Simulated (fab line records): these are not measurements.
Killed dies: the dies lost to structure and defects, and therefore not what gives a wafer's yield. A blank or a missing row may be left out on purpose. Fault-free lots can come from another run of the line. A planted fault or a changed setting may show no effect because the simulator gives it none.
Chamber matching ; flow nand_harc ; 4 sister chambers for NHARC_P_CONTACT_ALD_22 on ald_metal-04
The step deposits TiN, target thk 3 nm, pulse time 1 s, ald cycles 150. 14 wafers are shown with their chamber, then 7 later ones without.

WAFERS WITH THEIR CHAMBER
wafer;chamber;heater_power_w (W);precursor_pulse_height_rel
L076.1;3;977;0.991
L076.2;1;1224;0.978
L076.6;3;998;0.968
L082.2;1;1222;1.000
L082.3;3;987;1.019
L082.4;0;1053;1.019
L087.3;1;1216;1.017
L087.4;2;1015;0.982
L087.6;3;985;0.992
L088.3;3;984;1.030
L088.5;1;1238;1.012
L088.6;0;1030;1.035
L089.3;2;1032;1.001
L089.4;1;1209;0.981

SIGNATURES (means of the wafers above)
reading;chamber 0;chamber 1;chamber 2;chamber 3;scatter within a chamber
heater_power_w;1041.50;1221.80;1023.50;986.20;10.5
precursor_pulse_height_rel;1.02700;0.99760;0.99150;1.00000;0.02
Rule: a wafer lies at a distance from a chamber equal to the root of the sum of squares, over the readings, of (its reading less the chamber's mean, divided by the reading's scatter). If the next closest chamber is less than 2 further off than the closest, the wafer can't be placed; otherwise it belongs to the closest. How the scatter is found: for the shown wafers, subtract from each reading the mean of its chamber, square and add these, divide the total by (wafers less chambers), then take the root.

WAFERS WHOSE CHAMBER IS MISSING
wafer;heater_power_w (W);precursor_pulse_height_rel
L089.6;996;0.990
L094.1;1072;0.974
L094.2;1198;1.011
L094.3;1065;1.002
L095.4;1039;0.962
L095.5;1069;0.993
L095.6;1037;1.008

WHICH CHAMBER EACH ONE RAN IN
wafer;from the rows above;in truth
L089.6;can't be placed: 3 or 2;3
L094.1;can't be placed: 0 or 2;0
L094.2;1;1
L094.3;can't be placed: 0 or 2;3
L095.4;can't be placed: 2 or 0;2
L095.5;can't be placed: 0 or 2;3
L095.6;can't be placed: 0 or 2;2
Correctly placed: 1 of 7. Can't be placed from these rows: 6 (the true chamber is among the candidates in 4). Number placed wrongly: 0.
